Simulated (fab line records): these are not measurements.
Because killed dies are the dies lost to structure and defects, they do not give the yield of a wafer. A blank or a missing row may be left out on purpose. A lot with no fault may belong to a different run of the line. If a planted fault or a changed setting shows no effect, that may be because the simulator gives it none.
Which tool was responsible? :: flow nand-harc :: 18 wafers from 6 lots sampled at 4 of the route's 1302 steps

WHAT THE GAUGES SHOWED, per wafer
NHARC_END_SORT_01.
lot: L565
measured: day 26 05:19
on: prober-02
killed-open: 4 5 9

lot: L569
measured: day 28 07:06
on: prober-01
killed-open: 2 3

lot: L570
measured: day 28 06:58
on: prober-02
killed-open: 3 1 3

WHAT TOOL EACH LOT RAN ON (gives the tool, then ch and the chambers of the sampled wafers, and finally the start)
lot: L560
NHARC_A_CONTACT_STRIP_108: rie-diel-09 ch 0,1,3, day 22 19:25
NHARC_THIN_TSV_DEP_43: pecvd-04 ch 0,1,2, day 24 01:06
NHARC_THIN_TSV_ETCH_15: rie-si-06 ch 0,2,3, day 24 02:43

lot: L565
NHARC_A_CONTACT_STRIP_108: rie-diel-09 ch 1,2,3, day 24 07:50
NHARC_THIN_TSV_DEP_43: pecvd-03 ch 0,1, day 25 12:06
NHARC_THIN_TSV_ETCH_15: rie-si-06 ch 0,1,3, day 25 13:34

lot: L566
NHARC_A_CONTACT_STRIP_108: rie-diel-09 ch 0,1,3, day 25 01:59
NHARC_THIN_TSV_DEP_43: pecvd-02 ch 0,1,2, day 26 09:55
NHARC_THIN_TSV_ETCH_15: rie-si-01 ch 0,2,3, day 26 11:43

lot: L569
NHARC_A_CONTACT_STRIP_108: rie-diel-13 ch 0,1,2, day 26 08:39
NHARC_THIN_TSV_DEP_43: pecvd-02 ch 0,2, day 27 14:40
NHARC_THIN_TSV_ETCH_15: rie-si-01 ch 1,2, day 27 16:05

lot: L570
NHARC_A_CONTACT_STRIP_108: rie-diel-08 ch 1,2,3, day 26 09:35
NHARC_THIN_TSV_DEP_43: pecvd-03 ch 0,1, day 27 17:00
NHARC_THIN_TSV_ETCH_15: rie-si-01 ch 0,1,2, day 27 18:40

lot: L575
NHARC_A_CONTACT_STRIP_108: rie-diel-09 ch 1,2, day 28 02:47
NHARC_THIN_TSV_DEP_43: pecvd-04 ch 0,2, day 29 08:20
NHARC_THIN_TSV_ETCH_15: rie-si-04 ch 0,1,2, day 29 09:49
- NHARC_A_CONTACT_STRIP_108: strips in CF4/CHF3.
- NHARC_THIN_TSV_DEP_43: deposits SiO2, target thk 1328.5 nm.
- NHARC_THIN_TSV_ETCH_15: target depth 3000 nm, bosch target overetch cycles 2, bosch etch step 2.8 s.

THE ANSWER, worked out from the rows above alone
Rule: usual is defined by the lots themselves. Put in order of their means at a reading, lots are off if they are a third of the lots or fewer, leave a main group of 4 or more, and stand apart from it by a gap of 3 or more times the standard deviation of the main group's means; of several such gaps the widest counts. If all means in a main group match to the digits the tables above print for the reading, that group is not used. A lot without any number at a reading at which 4 lots or more have one is off too. All remaining lots with rows at the step are treated as sound.
Across all readings shown, no lot is off: no conclusion can be drawn from this.

WHAT THE SIMULATOR HAD INSERTED
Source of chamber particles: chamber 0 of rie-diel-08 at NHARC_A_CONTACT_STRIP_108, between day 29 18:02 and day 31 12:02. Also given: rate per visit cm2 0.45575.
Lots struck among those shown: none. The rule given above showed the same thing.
